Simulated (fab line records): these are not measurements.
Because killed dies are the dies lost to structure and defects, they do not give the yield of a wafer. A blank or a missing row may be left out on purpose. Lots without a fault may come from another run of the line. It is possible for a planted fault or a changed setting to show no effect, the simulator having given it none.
Which tool is to blame? | flow n5 finfet | 24 lots with 72 wafers sampled at 3 steps, on a route of 1938 steps

WHAT EACH GAUGE READ, for each wafer
N5_BEOL_M14_CD_MEAS_10: target cd 250 nm. Usual: cd nm at 250.9 nm, with a standard deviation of 1.7.
lot  | measured     | on        | cd nm (nm)        | flag
L074 | day 11 02:31 | cd sem-01 | 250.4 250.5 250.6 |
L075 | day 11 10:47 | cd sem-03 | 248.8 251.6 253.3 |
L076 | day 11 19:18 | cd sem-02 | 250.2 250.4 251.7 |
L080 | day 12 15:31 | cd sem-02 | 252.0 252.0 250.0 |
L079 | day 12 19:29 | cd sem-02 | 254.2 251.5 250.9 |
L078 | day 12 20:20 | cd sem-01 | 250.3 249.5 252.2 |
L077 | day 12 21:53 | cd sem-02 | 250.6 249.9 246.4 |
L083 | day 12 22:46 | cd sem-02 | 249.1 250.0 252.6 |
L082 | day 12 23:08 | cd sem-01 | 252.6 254.2 251.8 |
L081 | day 13 11:48 | cd sem-01 | 249.4 248.5 252.2 |
L084 | day 14 03:16 | cd sem-01 | 248.4 247.7 249.3 |
L085 | day 14 09:52 | cd sem-03 | 251.1 250.0 248.5 |
L086 | day 14 14:10 | cd sem-03 | 252.3 252.4 252.6 |
L088 | day 14 23:38 | cd sem-01 | 253.1 249.2 252.0 |
L087 | day 15 04:41 | cd sem-02 | 253.3 251.7 251.8 |
L089 | day 15 14:13 | cd sem-01 | 250.2 251.5 253.6 |
L091 | day 15 20:35 | cd sem-01 | 252.2 249.3 252.7 |
L090 | day 16 02:17 | cd sem-03 | 251.7 253.0 250.3 |
L092 | day 16 02:33 | cd sem-01 | 250.5 250.2 248.4 |
L093 | day 16 09:32 | cd sem-01 | 248.1 252.0 252.9 |
L095 | day 16 21:28 | cd sem-01 | 250.0 252.6 251.8 |
L094 | day 16 23:42 | cd sem-01 | 250.6 253.7 250.2 |
L096 | day 17 09:43 | cd sem-03 | 249.4 254.3 252.5 |
L097 | day 17 12:31 | cd sem-02 | 249.2 250.1 254.3 |

N5_BEOL_M14_THK_MEAS_50: measures by xrf. Usual: M14_THK typically reads 546 nm, with standard deviation 15.
lot  | measured     | on            | M14_THK (nm) | flag
L074 | day 11 10:47 | film metro-01 | 554 556 557  |
L075 | day 11 15:13 | film metro-01 | 560 530 529  |
L076 | day 12 00:15 | film metro-01 | 529 530 558  |
L080 | day 12 19:19 | film metro-01 | 536 571 530  |
L079 | day 13 02:32 | film metro-01 | 561 550 564  |
L078 | day 13 06:33 | film metro-02 | 570 537 531  |
L077 | day 13 13:13 | film metro-02 | 564 563 543  |
L083 | day 13 08:42 | film metro-02 | 560 585 555  |
L082 | day 13 13:46 | film metro-02 | 574 540 562  |
L081 | day 13 15:49 | film metro-01 | 555 557 556  |
L084 | day 14 08:04 | film metro-02 | 585 559 559  |
L085 | day 14 19:14 | film metro-02 | 529 580 557  |
L086 | day 14 19:23 | film metro-01 | 521 537 562  |
L088 | day 15 02:46 | film metro-01 | 539 551 541  |
L087 | day 15 07:47 | film metro-01 | 542 534 546  |
L089 | day 15 20:19 | film metro-01 | 536 545 554  |
L091 | day 16 05:18 | film metro-01 | 550 542 525  |
L090 | day 16 05:40 | film metro-01 | 531 544 524  |
L092 | day 16 06:13 | film metro-01 | 526 569 533  |
L093 | day 16 14:57 | film metro-01 | 535 541 533  |
L095 | day 17 01:24 | film metro-02 | 549 540 540  |
L094 | day 17 03:43 | film metro-01 | 532 543 532  |
L096 | day 17 15:31 | film metro-01 | 537 547 536  |
L097 | day 17 15:59 | film metro-01 | 532 530 534  |

WHICH TOOL RAN EACH LOT (tool, then ch and the chambers of the sampled wafers, then the start)
lot  | N5_BEOL_M14_SPUTTER_43
L074 | pvd sputter-01, day 11 09:40
L075 | pvd sputter-03, day 11 13:43
L076 | pvd sputter-03, day 11 22:56
L080 | pvd sputter-02, day 12 18:16
L079 | pvd sputter-03, day 13 01:28
L078 | pvd sputter-01, day 13 05:29
L077 | pvd sputter-03, day 13 12:10
L083 | pvd sputter-03, day 13 07:38
L082 | pvd sputter-03, day 13 12:29
L081 | pvd sputter-02, day 13 14:46
L084 | pvd sputter-03, day 14 07:01
L085 | pvd sputter-02, day 14 18:10
L086 | pvd sputter-01, day 14 18:20
L088 | pvd sputter-02, day 15 01:42
L087 | pvd sputter-02, day 15 06:44
L089 | pvd sputter-03, day 15 19:15
L091 | pvd sputter-03, day 16 03:58
L090 | pvd sputter-02, day 16 04:36
L092 | pvd sputter-02, day 16 05:10
L093 | pvd sputter-01, day 16 13:53
L095 | pvd sputter-01, day 17 00:20
L094 | pvd sputter-01, day 17 02:28
L096 | pvd sputter-01, day 17 14:28
L097 | pvd sputter-02, day 17 14:41
- N5_BEOL_M14_SPUTTER_43: material TaN, target thk 15 nm, time 24.19 s.

AS READ BY THE TOOLS THEMSELVES (means over the sampled wafers that have a number; for cases with no such wafer, the mark the record gives instead)
N5_BEOL_M14_SPUTTER_43. Usual: throttle valve pct at 29.9 %, with a standard deviation of 1.2.
lot  | tool           | throttle valve pct (%) | flag
L074 | pvd sputter-01 | 30.1                   |
L075 | pvd sputter-03 | 29.2                   |
L076 | pvd sputter-03 | 29.7                   |
L080 | pvd sputter-02 | 30.6                   |
L079 | pvd sputter-03 | 29.7                   |
L078 | pvd sputter-01 | 30.7                   |
L077 | pvd sputter-03 | 30.4                   |
L083 | pvd sputter-03 | 29.5                   |
L082 | pvd sputter-03 | 29.3                   |
L081 | pvd sputter-02 | 30.5                   |
L084 | pvd sputter-03 | 29.0                   |
L085 | pvd sputter-02 | 31.0                   |
L086 | pvd sputter-01 | 29.3                   |
L088 | pvd sputter-02 | 30.6                   |
L087 | pvd sputter-02 | 29.8                   |
L089 | pvd sputter-03 | 28.9                   |
L091 | pvd sputter-03 | 28.9                   |
L090 | pvd sputter-02 | 31.6                   |
L092 | pvd sputter-02 | 30.8                   |
L093 | pvd sputter-01 | 30.2                   |
L095 | pvd sputter-01 | 29.6                   |
L094 | pvd sputter-01 | 30.0                   |
L096 | pvd sputter-01 | 30.7                   |
L097 | pvd sputter-02 | 29.9                   |

THE ANSWER, worked out from the rows above alone
Rule: lot off if the mean of its wafers having a number is beyond 3 standard deviations from the usual mean. A lot without any number at a reading at which 4 lots or more have one is off too. Where the step has rows for the other lots, those lots are counted as sound. Order of review: gauges by route order, followed by the tools' own readings, for which a lot's mean as printed above is used. At the first step where some lot is off, the reading lying furthest off is the one used; lots without a number count as furthest.
Across all readings shown, no lot is off: no conclusion can be drawn from this.

WHAT WAS PUT IN BY THE SIMULATOR
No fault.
